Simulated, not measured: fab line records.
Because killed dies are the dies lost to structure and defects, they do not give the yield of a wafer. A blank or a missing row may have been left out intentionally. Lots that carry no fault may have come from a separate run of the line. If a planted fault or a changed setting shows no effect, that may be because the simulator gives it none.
fab line records    flow n5Finfet
[record] lots = 7  wafers = 21
route steps=1938 shown WELL_APT@21 FIN_SAQP@147 FIN_CUT@160 SD_EPI_N@268 SD_EPI_P@321 SD_ACTIVATION@330 HKMG_FIN@403
startH: the number of hours between the record's first day and the start of the first shown wafer of the lot    waitH: how many hours have passed since the lot's step before this one    " as in the row above    L1.1+2: a row that stands for several wafers    - no value, or no start given    * or withheld: withheld    < > ~ a bound
route shown NAME@n: a module of which the file shows steps, and the number in the route of the first    usual: mean and standard deviation over wafers with no fault    same: alike in all rows    chamber/n: place in a boat    sites: the reading at each site    _std_site: their standard deviation    _edge_site: inner sites' mean taken away from outer sites' mean    radiusMm: how far each site lies from the wafer's centre    mask NAME#n: copy n    behind: the tool/chamber that last shaped the wafer    hold: cause of the lot's hold/its duration in hours/its outcome    device: the n, p or np transistor that did not switch    end of line: tests of these same wafers at the route's end    where a step has no rows: the recipe by itself    killed: at the first sort, the dies lost to defects and structure; wafer yield is something else    map: shows each die of a wafer: x if killed, . if not, _ if none is there
set.NAME: the run value of the setting; set.NAME@STEP: its run value at that earlier step    model.NAME: the simulator's own value behind a step, which no gauge read
lots run with intentionally changed settings; tables by step, rows by wafer
[[steps]]
[step N5_WELL_APT_COAT_02]
[recipe] spinRpm = 1357  resistThkNm = 950
lot.wafer  tool           chamber  startH  waitH  set.spinRpm  model.coat_of_WELL_APT_COAT_02.thkNm
L075.1     lithoTrack-04  0        -       -      1398         939.6
L075.5     "              0        "       "      1398         938.1
L075.6     "              0        "       "      1357         955.5
L076.1     lithoTrack-03  0        -       -      1357         949.8
L076.2     "              0        "       "      1357         951.1
L076.3     "              0        "       "      1357         950.2
L080.1     lithoTrack-04  0        -       -      1357         951.7
L080.3     "              0        "       "      1357         948.4
L080.5     "              0        "       "      1357         952.6
L083.2     lithoTrack-05  0        -       -      1357         951.1
L083.3     "              0        "       "      1357         951
L083.4     "              0        "       "      1357         951.5
L092.1     lithoTrack-03  0        -       -      1357         952.7
L092.4+5   "              0        "       "      1223         1003
L094.1     lithoTrack-04  0        -       -      1357         950.5
L094.2     "              0        "       "      1318         962.6
L094.4     "              0        "       "      1318         961.8
L096.1     lithoTrack-04  0        -       -      1282         978.6
L096.2     "              0        "       "      1357         946.7
L096.3     "              0        "       "      1282         979.8
[step N5_WELL_APT_PEB_06]
[recipe] pebTempC = 130  pebTimeS = 90
lot.wafer   tool           chamber  startH  waitH  set.pebTempC
L075.1+5+6  lithoTrack-05  0        19.63   0.1    130
L076.1+3    lithoTrack-04  0        25.72   0.1    131.4
L076.2      "              0        "       "      130
L080.1+5    lithoTrack-04  0        49.69   0.1    130
L080.3      "              0        "       "      133.7
L083.2+3+4  lithoTrack-03  0        67.59   0.0    130
L092.1+4    lithoTrack-03  0        121.48  0.1    130
L092.5      "              0        "       "      127.6
L094.1+2+4  lithoTrack-05  0        133.54  0.1    130
L096.1+2    lithoTrack-04  0        145.80  0.1    130
L096.3      "              0        "       "      127.5
[step N5_WELL_APT_DEVELOP_07]
[recipe] developTimeS = 45  rinseLiquid = surfactantRinse  dry = airSpin  devTempC = 21
[step N5_WELL_APT_HARDBAKE_12]
[recipe] tempC = 130  timeS = 120
[step N5_WELL_APT_CD_MEAS_08]
[recipe] targetCdNm = 200  landingEnergyEv = 500  detector = seInlens
[usual] cdNm = 199.7/1.9
lot.wafer  tool      chamber  startH  waitH  set.pebTempC@WELL_APT_PEB_06  cdNm
L075.1     cdSem-01  0        19.75   -      130                           200.0
L075.5     "         0        "       "      130                           201.7
L075.6     "         0        "       "      130                           200.8
L076.1     cdSem-01  0        25.84   -      131.4                         204.9
L076.2     "         0        "       "      130                           200.5
L076.3     "         0        "       "      131.4                         207.1
L080.1     cdSem-01  0        49.81   -      130                           199.8
L080.3     "         0        "       "      133.7                         215.6
L080.5     "         0        "       "      130                           197.2
L083.2     cdSem-03  0        67.71   -      130                           198.7
L083.3     "         0        "       "      130                           197.4
L083.4     "         0        "       "      130                           200.7
L092.1     cdSem-03  0        121.59  -      130                           198.2
L092.4     "         0        "       "      130                           196.6
L092.5     "         0        "       "      127.6                         183.7
L094.1     cdSem-01  0        133.66  -      130                           203.7
L094.2     "         0        "       "      130                           198.0
L094.4     "         0        "       "      130                           197.5
L096.1     cdSem-02  0        145.91  -      130                           199.9
L096.2     "         0        "       "      130                           202.9
L096.3     "         0        "       "      127.5                         184.5
[step N5_WELL_APT_DESCUM_13]
[recipe] chemistry = O2  timeS = 7.9  sourcePowerW = 50  biasPowerW = 20  pressureMtorr = 20  rfFrequencyHz = 2.712e+07  tempC = 40  o2FlowSccm = 225
lot.wafer  tool        chamber  startH  waitH  set.pebTempC@WELL_APT_PEB_06  model.WELL_APT.cdNm
L075.1     rieDiel-02  2        19.84   0.0    130                           199.7
L075.5     "           3        "       "      130                           201.8
L075.6     "           0        "       "      130                           200.8
L076.1     rieDiel-01  0        25.92   0.0    131.4                         204.8
L076.2     "           1        "       "      130                           200.3
L076.3     "           3        "       "      131.4                         207.4
L080.1     rieDiel-02  0        49.90   0.0    130                           199.8
L080.3     "           2        "       "      133.7                         215.5
L080.5     "           3        "       "      130                           197.4
L083.2     rieDiel-02  3        67.89   0.1    130                           198.7
L083.3     "           2        "       "      130                           197.5
L083.4     "           3        "       "      130                           200.3
L092.1     rieDiel-02  1        121.68  0.0    130                           198.4
L092.4     "           0        "       "      130                           196.8
L092.5     "           3        "       "      127.6                         183.8
L094.1     rieDiel-01  0        133.75  0.0    130                           203.2
L094.2     "           2        "       "      130                           198.3
L094.4     "           3        "       "      130                           197.7
L096.1     rieDiel-01  2        146.13  0.2    130                           200
L096.2     "           1        "       "      130                           202.8
L096.3     "           3        "       "      127.5                         184.8
[step N5_FIN_SAQP_FIN_ETCH_36]
[recipe] chemistry = HBr/Cl2/O2  targetDepthA = 1200  maskMaterial = SiNx  timeS = 50.4  biasW = 102  pressureMtorr = 10  icpW = 800  HBr_flow_sccm = 150  Cl2_flow_sccm = 80  O2_flow_sccm = 12
lot.wafer  tool      chamber  startH  waitH  set.icpW  model.FIN_SAQP.featureDepthNm  model.etch.depthNm
L075.1     rieSi-02  1        32.48   0.0    696.9     116.2                          116.2
L075.5     "         0        "       "      800       119                            119.1
L075.6     "         3        "       "      800       119.6                          119.6
L076.1     rieSi-05  3        37.93   0.0    659.4     107                            107
L076.2     "         2        "       "      800       122.6                          122.7
L076.3     "         1        "       "      800       118.2                          118.2
L080.1     rieSi-04  0        62.37   0.0    800       120.4                          120.4
L080.3     "         3        "       "      800       121.4                          121.5
L080.5     "         3        "       "      938.3     130.2                          130.1
L083.2     rieSi-02  1        79.67   0.0    800       123.2                          123.3
L083.3     "         3        "       "      800       119.4                          119.5
L083.4     "         2        "       "      800       120.6                          120.6
L092.1     rieSi-05  0        134.61  0.0    902.6     127.2                          127.3
L092.4     "         2        "       "      902.6     129.8                          129.9
L092.5     "         2        "       "      800       122.8                          122.8
L094.1     rieSi-04  3        146.63  0.0    679.5     111.4                          111.3
L094.2     "         0        "       "      800       120                            120
L094.4     "         2        "       "      679.5     115.4                          115.4
L096.1+3   rieSi-04  1,0      158.33  0.0    800       120.2                          120.2
L096.2     "         3        "       "      800       121.6                          121.5
[step N5_FIN_SAQP_PRECLEAN_38]
[recipe] chemistry = O3/DIW  timeS = 45  tempC = 22  o3Ppm = 10
[step N5_FIN_SAQP_PRECLEAN_45]
[recipe] chemistry = dHF  timeS = 10  dilution = 500:1  tempC = 25
[step N5_FIN_SAQP_SRD_39]
[recipe] dry = ipaMarangoni  timeS = 30  tempC = 23  rinseLiquid = diw
[step N5_FIN_SAQP_OCD_MEAS_76]
[usual] trenchDepthNm = 120.5/2.3
lot.wafer  tool    chamber  startH  waitH  set.icpW@FIN_SAQP_FIN_ETCH_36  trenchDepthNm
L075.1     ocd-02  -        32.70   0.0    696.9                          116.5
L075.5     "       -        "       "      800                            119.3
L075.6     "       -        "       "      800                            120.1
L076.1     ocd-02  -        38.15   0.0    659.4                          107.6
L076.2     "       -        "       "      800                            123.1
L076.3     "       -        "       "      800                            117.9
L080.1     ocd-01  -        62.59   0.0    800                            120.1
L080.3     "       -        "       "      800                            121.6
L080.5     "       -        "       "      938.3                          130.5
L083.2     ocd-02  -        79.89   0.0    800                            122.9
L083.3     "       -        "       "      800                            119.6
L083.4     "       -        "       "      800                            120.1
L092.1     ocd-02  -        134.83  0.0    902.6                          127.8
L092.4     "       -        "       "      902.6                          129.9
L092.5     "       -        "       "      800                            122.6
L094.1     ocd-01  -        146.85  0.0    679.5                          111.1
L094.2     "       -        "       "      800                            120.2
L094.4     "       -        "       "      679.5                          115.0
L096.1     ocd-01  -        158.55  0.0    800                            120.0
L096.2     "       -        "       "      800                            120.9
L096.3     "       -        "       "      800                            120.0
[step N5_FIN_CUT_EXPOSE_05]
[recipe] maskId = FIN_CUT  na = 0.33  sourceShape = annular  sigmaInner = 0.35  sigmaOuter = 0.8  polarization = unpolarized  doseMj = 45.75
lot.wafer   tool           chamber  startH  waitH  mask       set.doseMj
L075.1+6    euvScanner-01  0        32.93   -      FIN_CUT#0  44.19
L075.5      "              0        "       "      FIN_CUT#0  45.75
L076.1+3    euvScanner-02  0        38.47   -      FIN_CUT#0  45.75
L076.2      "              0        "       "      FIN_CUT#0  47.63
L080.1+5    euvScanner-02  0        62.91   -      FIN_CUT#0  47.17
L080.3      "              0        "       "      FIN_CUT#0  45.75
L083.2+3+4  euvScanner-02  0        80.10   -      FIN_CUT#0  45.75
L092.1      euvScanner-01  0        135.03  -      FIN_CUT#0  45.75
L092.4+5    "              0        "       "      FIN_CUT#0  43.44
L094.1      euvScanner-02  0        147.05  -      FIN_CUT#0  43.2
L094.2+4    "              0        "       "      FIN_CUT#0  45.75
L096.1+2+3  euvScanner-01  0        158.91  -      FIN_CUT#0  45.75
[step N5_FIN_CUT_PEB_06]
[recipe] pebTempC = 100  pebTimeS = 60  resist = CAR-EUV
[step N5_FIN_CUT_DEVELOP_07]
[recipe] developTimeS = 30  developer = TMAH  resist = CAR-EUV  rinseLiquid = surfactantRinse  dry = airSpin  devTempC = 23
[step N5_FIN_CUT_CD_MEAS_08]
[recipe] targetCdNm = 29.1  landingEnergyEv = 500  detector = seInlens  polarity = opening
[usual] cdNm = 29.13/0.25
lot.wafer  tool      chamber  startH  waitH  set.doseMj@FIN_CUT_EXPOSE_05  cdNm
L075.1     cdSem-01  0        33.07   -      44.19                         28.51
L075.5     "         0        "       "      45.75                         28.79
L075.6     "         0        "       "      44.19                         28.23
L076.1     cdSem-01  0        38.61   -      45.75                         29.21
L076.2     "         0        "       "      47.63                         29.88
L076.3     "         0        "       "      45.75                         29.02
L080.1     cdSem-02  0        63.04   -      47.17                         29.98
L080.3     "         0        "       "      45.75                         29.01
L080.5     "         0        "       "      47.17                         29.44
L083.2     cdSem-03  0        80.23   -      45.75                         28.80
L083.3     "         0        "       "      45.75                         28.50
L083.4     "         0        "       "      45.75                         28.92
L092.1     cdSem-02  0        135.16  -      45.75                         29.32
L092.4     "         0        "       "      43.44                         28.10
L092.5     "         0        "       "      43.44                         28.26
L094.1     cdSem-02  0        147.18  -      43.2                          28.55
L094.2     "         0        "       "      45.75                         29.47
L094.4     "         0        "       "      45.75                         29.25
L096.1     cdSem-01  0        159.04  -      45.75                         29.14
L096.2     "         0        "       "      45.75                         28.99
L096.3     "         0        "       "      45.75                         28.77
[step N5_FIN_CUT_DESCUM_13]
[recipe] chemistry = O2  timeS = 7  sourcePowerW = 50  biasPowerW = 20  pressureMtorr = 20  rfFrequencyHz = 2.712e+07  tempC = 40  resist = CAR-EUV  o2FlowSccm = 225
[step N5_FIN_CUT_ETCH_30]
[recipe] chemistry = N2/H2  target = underlayer  targetDepthA = 130  maskMaterial = CAR-EUV  timeS = 10.4  ionEnergyEv = 200  pressureMtorr = 30  sourceW = 840  biasW = 150  n2FlowSccm = 200  h2FlowSccm = 200  ends = cleared
lot.wafer  tool        chamber  startH  waitH  set.doseMj@FIN_CUT_EXPOSE_05  model.FIN_CUT.cdOffsetNm
L075.1     rieDiel-06  1        33.22   0.0    44.19                         -0.6
L075.5     "           2        "       "      45.75                         0
L075.6     "           1        "       "      44.19                         -0.8
L076.1+3   rieDiel-04  0,3      38.76   0.0    45.75                         0.2
L076.2     "           1        "       "      47.63                         1
L080.1     rieDiel-04  3        63.20   0.0    47.17                         0.6
L080.3     "           0        "       "      45.75                         -0.2
L080.5     "           1        "       "      47.17                         0.4
L083.2     rieDiel-05  2        80.82   0.0    45.75                         0.2
L083.3     "           0        "       "      45.75                         -0.4
L083.4     "           1        "       "      45.75                         0
L092.1     rieDiel-06  3        135.61  0.0    45.75                         -0.2
L092.4     "           1        "       "      43.44                         -1
L092.5     "           2        "       "      43.44                         -1.2
L094.1     rieDiel-05  3        147.34  0.0    43.2                          -1
L094.2     "           1        "       "      45.75                         0
L094.4     "           2        "       "      45.75                         0.2
L096.1     rieDiel-04  0        159.35  0.0    45.75                         -0.2
L096.2     "           2        "       "      45.75                         0
L096.3     "           1        "       "      45.75                         -0.4
[step N5_SD_EPI_N_PEB_07]
[recipe] pebTempC = 110  pebTimeS = 60  resist = CAR-ArF-block
lot.wafer   tool           chamber  startH  waitH  set.pebTempC
L075.1+5    lithoTrack-05  0        54.81   0.1    112.6
L075.6      "              0        "       "      110
L076.1+2+3  lithoTrack-04  0        59.89   0.1    110
L080.1      lithoTrack-04  0        84.14   0.1    110
L080.3+5    "              0        "       "      112.8
L083.2+3+4  lithoTrack-05  0        102.89  0.0    110
L092.1+4+5  lithoTrack-05  0        156.51  0.1    110
L094.1      lithoTrack-05  0        169.13  0.1    111.5
L094.2+4    "              0        "       "      110
L096.1+2+3  lithoTrack-03  0        180.52  0.1    110
[step N5_SD_EPI_N_DEVELOP_08]
[recipe] developTimeS = 30  developer = TMAH  resist = CAR-ArF-block  devTempC = 23  rinseLiquid = diw  dry = airSpin
[step N5_SD_EPI_N_CD_MEAS_09]
[recipe] targetCdNm = 120  landingEnergyEv = 500  detector = seInlens
[usual] cdNm = 119.7/0.77
lot.wafer  tool      chamber  startH  waitH  set.pebTempC@SD_EPI_N_PEB_07  cdNm
L075.1     cdSem-03  0        54.88   -      112.6                         126.3
L075.5     "         0        "       "      112.6                         126.2
L075.6     "         0        "       "      110                           119.6
L076.1     cdSem-02  0        59.95   -      110                           121.5
L076.2     "         0        "       "      110                           119.3
L076.3     "         0        "       "      110                           119.4
L080.1     cdSem-02  0        84.20   -      110                           117.3
L080.3     "         0        "       "      112.8                         123.9
L080.5     "         0        "       "      112.8                         125.6
L083.2     cdSem-01  0        102.96  -      110                           121.1
L083.3     "         0        "       "      110                           120.2
L083.4     "         0        "       "      110                           118.9
L092.1     cdSem-03  0        156.57  -      110                           119.7
L092.4     "         0        "       "      110                           121.4
L092.5     "         0        "       "      110                           121.2
L094.1     cdSem-03  0        169.19  -      111.5                         122.8
L094.2     "         0        "       "      110                           120.0
L094.4     "         0        "       "      110                           119.8
L096.1     cdSem-01  0        180.59  -      110                           123.2
L096.2     "         0        "       "      110                           123.0
L096.3     "         0        "       "      110                           121.2
[step N5_SD_EPI_N_DESCUM_14]
[recipe] chemistry = O2  timeS = 7.9  sourcePowerW = 50  biasPowerW = 20  pressureMtorr = 20  rfFrequencyHz = 2.712e+07  tempC = 40  resist = CAR-ArF-block  o2FlowSccm = 225
lot.wafer  tool        chamber  startH  waitH  set.pebTempC@SD_EPI_N_PEB_07  model.SD_EPI_N.cdNm
L075.1     rieDiel-02  0        54.96   0.0    112.6                         126.6
L075.5     "           2        "       "      112.6                         126
L075.6     "           0        "       "      110                           119.8
L076.1     rieDiel-01  0        60.26   0.3    110                           121.4
L076.2     "           2        "       "      110                           119.4
L076.3     "           1        "       "      110                           119
L080.1     rieDiel-03  3        84.29   0.0    110                           117
L080.3     "           2        "       "      112.8                         123.6
L080.5     "           0        "       "      112.8                         125.8
L083.2     rieDiel-02  0        103.04  0.0    110                           121.2
L083.3     "           1        "       "      110                           120.4
L083.4     "           3        "       "      110                           119
L092.1     rieDiel-03  0        156.66  0.0    110                           120
L092.4     "           3        "       "      110                           121.2
L092.5     "           2        "       "      110                           120.8
L094.1     rieDiel-03  3        169.28  0.0    111.5                         123
L094.2     "           1        "       "      110                           120
L094.4     "           0        "       "      110                           120.2
L096.1     rieDiel-02  3        180.69  0.0    110                           123
L096.2     "           0        "       "      110                           123.4
L096.3     "           2        "       "      110                           121.4
[step N5_SD_EPI_P_EPI_21]
[recipe] material = SiGe:B  dopant = B  tempC = 550  pressureTorr = 20  ambient = H2  timeS = 355
lot.wafer  tool         chamber  startH  waitH  set.tempC  model.SiGe-B_of_SD_EPI_P_EPI_21.thkNm
L075.1     epiRpcvd-02  0        61.38   0.1    546.4      57.4
L075.5     "            0        62.82   1.5    550        61.8
L075.6     "            0        "       "      550        62
L076.1+2   epiRpcvd-02  0        67.52   0.1    548.2      59.2
L076.3     "            0        "       "      550        61.6
L080.1     epiRpcvd-01  0        90.76   0.1    553.7      65.8
L080.3     "            0        "       "      553.7      65.6
L080.5     "            0        "       "      550        60.4
L083.2     epiRpcvd-03  0        109.85  0.6    550        60
L083.3     "            0        "       "      550        59.8
L083.4     "            0        "       "      550        61
L092.1     epiRpcvd-03  0        163.64  0.2    550        60
L092.4     "            0        165.08  1.5    550        60.8
L092.5     "            0        "       "      550        61
L094.1     epiRpcvd-02  0        176.05  0.2    551.2      61.8
L094.2     "            0        "       "      551.2      62.2
L094.4     "            0        "       "      550        61.4
L096.1     epiRpcvd-02  0        187.93  0.2    550        60.6
L096.2     "            0        "       "      550        60.2
L096.3     "            0        "       "      552.4      64.4
[step N5_SD_EPI_P_HM_STRIP_48]
[recipe] chemistry = H3PO4  tempC = 160  material = SiNx  target = SiNx  targetDepthA = 30  overetchFraction = 0.3
lot.wafer  tool         chamber  startH  waitH  set.tempC@SD_EPI_P_EPI_21  model.SiGe-B_of_SD_EPI_P_EPI_21.thkNm
L075.1     wetBench-03  1        63.61   0.0    546.4                      57.2
L075.5     "            7        "       "      550                        61.6
L075.6     "            4        "       "      550                        61.8
L076.1+2   wetBench-04  3,6      69.76   0.0    548.2                      59
L076.3     "            2        "       "      550                        61.2
L080.1     wetBench-06  5        93.00   0.0    553.7                      65.4
L080.3     "            1        "       "      553.7                      65.2
L080.5     "            2        "       "      550                        60
L083.2     wetBench-03  5        112.32  0.0    550                        59.8
L083.3     "            4        "       "      550                        59.6
L083.4     "            0        "       "      550                        60.6
L092.1     wetBench-03  7        166.61  0.0    550                        59.8
L092.4+5   "            6,3      "       "      550                        60.6
L094.1     wetBench-06  0        179.02  0.0    551.2                      61.6
L094.2     "            7        "       "      551.2                      61.8
L094.4     "            6        "       "      550                        61.2
L096.1     wetBench-03  3        190.88  0.0    550                        60.2
L096.2     "            1        "       "      550                        59.8
L096.3     "            2        "       "      552.4                      64
[step N5_SD_EPI_P_SRD_49]
[recipe] dry = ipaMarangoni  timeS = 30  tempC = 23  rinseLiquid = diw
[step N5_SD_EPI_P_PRECLEAN_24]
[recipe] chemistry = O3/DIW  timeS = 45  tempC = 22  o3Ppm = 10
lot.wafer  tool         chamber  startH  waitH  set.tempC@SD_EPI_P_EPI_21  model.SiGe-B_of_SD_EPI_P_EPI_21.thkNm
L075.1     wetBench-03  1        63.68   0.0    546.4                      57
L075.5     "            7        "       "      550                        61.4
L075.6     "            4        "       "      550                        61.6
L076.1+2   wetBench-04  3,6      69.83   0.0    548.2                      58.8
L076.3     "            2        "       "      550                        61
L080.1+3   wetBench-06  5,1      93.07   0.0    553.7                      65.2
L080.5     "            2        "       "      550                        60
L083.2     wetBench-03  5        112.39  0.0    550                        59.6
L083.3     "            4        "       "      550                        59.4
L083.4     "            0        "       "      550                        60.6
L092.1     wetBench-03  7        166.69  0.0    550                        59.6
L092.4     "            6        "       "      550                        60.4
L092.5     "            3        "       "      550                        60.6
L094.1     wetBench-06  0        179.09  0.0    551.2                      61.4
L094.2     "            7        "       "      551.2                      61.6
L094.4     "            6        "       "      550                        61
L096.1     wetBench-03  3        190.95  0.0    550                        60.2
L096.2     "            1        "       "      550                        59.6
L096.3     "            2        "       "      552.4                      63.8
[step N5_SD_EPI_P_PRECLEAN_32]
[recipe] chemistry = dHF  timeS = 10  dilution = 500:1  tempC = 25
[step N5_SD_EPI_P_PRECLEAN_33]
[recipe] chemistry = SC2  timeS = 45  tempC = 35  mix = 1:1:50
[step N5_SD_ACTIVATION_RTA_00]
[recipe] tempC = 975  timeS = 0  ambient = N2  idleTempC = 600  rampUpCPerS = 150  rampDownCPerS = 60  coolToC = 600
[step N5_SD_ACTIVATION_LSA_01]
[recipe] tempC = 1080  timeS = 0.0008  ambient = N2
[step N5_SD_ACTIVATION_RS_MEAS_03]
[recipe] thkMeasGauge = four-point-probe
[usual] RS_SD_N = 21.92/0.29  RS_SD_P = 56.4/0.86
lot.wafer  tool          chamber  startH  waitH  set.tempC@SD_EPI_P_EPI_21  RS_SD_N[ohm/sq]  RS_SD_P[ohm/sq]
L075.1     filmMetro-02  -        64.18   0.2    546.4                      22.02            60.9
L075.5     "             -        "       "      550                        21.48            56.6
L075.6     "             -        "       "      550                        21.72            56.1
L076.1     filmMetro-01  -        70.48   0.2    548.2                      21.82            58.0
L076.2     "             -        "       "      548.2                      22.21            58.4
L076.3     "             -        "       "      550                        22.15            56.1
L080.1     filmMetro-01  -        93.57   0.2    553.7                      21.85            52.4
L080.3     "             -        "       "      553.7                      22.08            52.5
L080.5     "             -        "       "      550                        22.09            57.4
L083.2     filmMetro-02  -        112.91  0.2    550                        21.50            57.1
L083.3     "             -        "       "      550                        21.80            57.2
L083.4     "             -        "       "      550                        22.20            56.1
L092.1     filmMetro-02  -        167.19  0.2    550                        22.17            56.7
L092.4     "             -        "       "      550                        22.33            55.1
L092.5     "             -        "       "      550                        22.09            55.4
L094.1     filmMetro-02  -        179.59  0.2    551.2                      21.45            55.2
L094.2     "             -        "       "      551.2                      21.85            55.0
L094.4     "             -        "       "      550                        21.77            55.5
L096.1     filmMetro-02  -        191.45  0.2    550                        21.38            56.6
L096.2     "             -        "       "      550                        21.28            56.8
L096.3     "             -        "       "      552.4                      21.24            52.8
[step N5_HKMG_FIN_ETCH_55]
[recipe] chemistry = N2/H2  target = SOC  targetDepthA = 2400  tempC = 40  timeS = 300  ionEnergyEv = 200  maskMaterial = SiARC  pressureMtorr = 30  sourceW = 840  biasW = 150  n2FlowSccm = 200  h2FlowSccm = 200
[usual] rfVppV = 523.4/2.6
lot.wafer  tool        chamber  startH  waitH  set.biasW  rfVppV
L075.1     rieDiel-01  1        77.13   0.0    150        525.3
L075.5     "           2        "       "      150        523.2
L075.6     "           1        "       "      174.6      575.8
L076.1     rieDiel-01  2        83.29   0.0    150        523.1
L076.2     "           3        "       "      123.8      467.0
L076.3     "           0        "       "      123.8      465.7
L080.1     rieDiel-03  1        108.00  0.0    174.2      574.5
L080.3     "           2        "       "      174.2      575.9
L080.5     "           3        "       "      150        525.2
L083.2     rieDiel-01  1        126.33  0.0    150        525.0
L083.3     "           3        "       "      150        525.5
L083.4     "           0        "       "      150        526.1
L092.1     rieDiel-03  0        180.49  0.0    150        520.0
L092.4     "           0        "       "      150        521.2
L092.5     "           2        "       "      150        523.8
L094.1     rieDiel-02  0        194.04  0.0    156.8      535.0
L094.2     "           3        "       "      150        525.8
L094.4     "           3        "       "      150        525.7
L096.1     rieDiel-03  1        205.68  0.0    150        523.2
L096.2     "           3        "       "      150        523.4
L096.3     "           2        "       "      150        523.8
[[key]]
[split] step = N5_WELL_APT_COAT_02  setting = spinRpm  stated = 1357  by = wafer
[response] step = N5_WELL_APT_COAT_02  reading = model.coat_of_WELL_APT_COAT_02.thkNm  change = -5.25  per = 1%  r = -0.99
[split] step = N5_WELL_APT_PEB_06  setting = pebTempC  stated = 130  by = wafer
[response] step = N5_WELL_APT_CD_MEAS_08  reading = cdNm  change = +6.85  per = 1%  r = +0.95
[response] step = N5_WELL_APT_DESCUM_13  reading = model.WELL_APT.cdNm  change = +6.83  per = 1%  r = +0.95
[split] step = N5_FIN_SAQP_FIN_ETCH_36  setting = icpW  stated = 800  by = wafer
[response] step = N5_FIN_SAQP_FIN_ETCH_36  reading = model.FIN_SAQP.featureDepthNm  change = +0.522  per = 1%  r = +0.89
[response] step = N5_FIN_SAQP_FIN_ETCH_36  reading = model.etch.depthNm  change = +0.524  per = 1%  r = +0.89
[response] step = N5_FIN_SAQP_OCD_MEAS_76  reading = trenchDepthNm  change = +0.534  per = 1%  r = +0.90
[split] step = N5_FIN_CUT_EXPOSE_05  setting = doseMj  stated = 45.75  by = wafer
[response] step = N5_FIN_CUT_CD_MEAS_08  reading = cdNm  change = +0.18  per = 1%  r = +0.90
[response] step = N5_FIN_CUT_ETCH_30  reading = model.FIN_CUT.cdOffsetNm  change = +0.196  per = 1%  r = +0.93
[split] step = N5_SD_EPI_N_PEB_07  setting = pebTempC  stated = 110  by = wafer
[response] step = N5_SD_EPI_N_CD_MEAS_09  reading = cdNm  change = +2.78  per = 1%  r = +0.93
[response] step = N5_SD_EPI_N_DESCUM_14  reading = model.SD_EPI_N.cdNm  change = +2.79  per = 1%  r = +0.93
[split] step = N5_SD_EPI_P_EPI_21  setting = tempC  stated = 550  by = wafer
[response] step = N5_SD_EPI_P_EPI_21  reading = model.SiGe-B_of_SD_EPI_P_EPI_21.thkNm  change = +7.48  per = 1%  r = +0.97
[response] step = N5_SD_EPI_P_HM_STRIP_48  reading = model.SiGe-B_of_SD_EPI_P_EPI_21.thkNm  change = +7.41  per = 1%  r = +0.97
[response] step = N5_SD_EPI_P_PRECLEAN_24  reading = model.SiGe-B_of_SD_EPI_P_EPI_21.thkNm  change = +7.32  per = 1%  r = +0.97
[response] step = N5_SD_ACTIVATION_RS_MEAS_03  reading = RS_SD_P  change = -7.15  per = 1%  r = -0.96
[split] step = N5_HKMG_FIN_ETCH_55  setting = biasW  stated = 150  by = wafer
[response] step = N5_HKMG_FIN_ETCH_55  reading = rfVppV  change = +3.14  per = 1%  r = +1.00
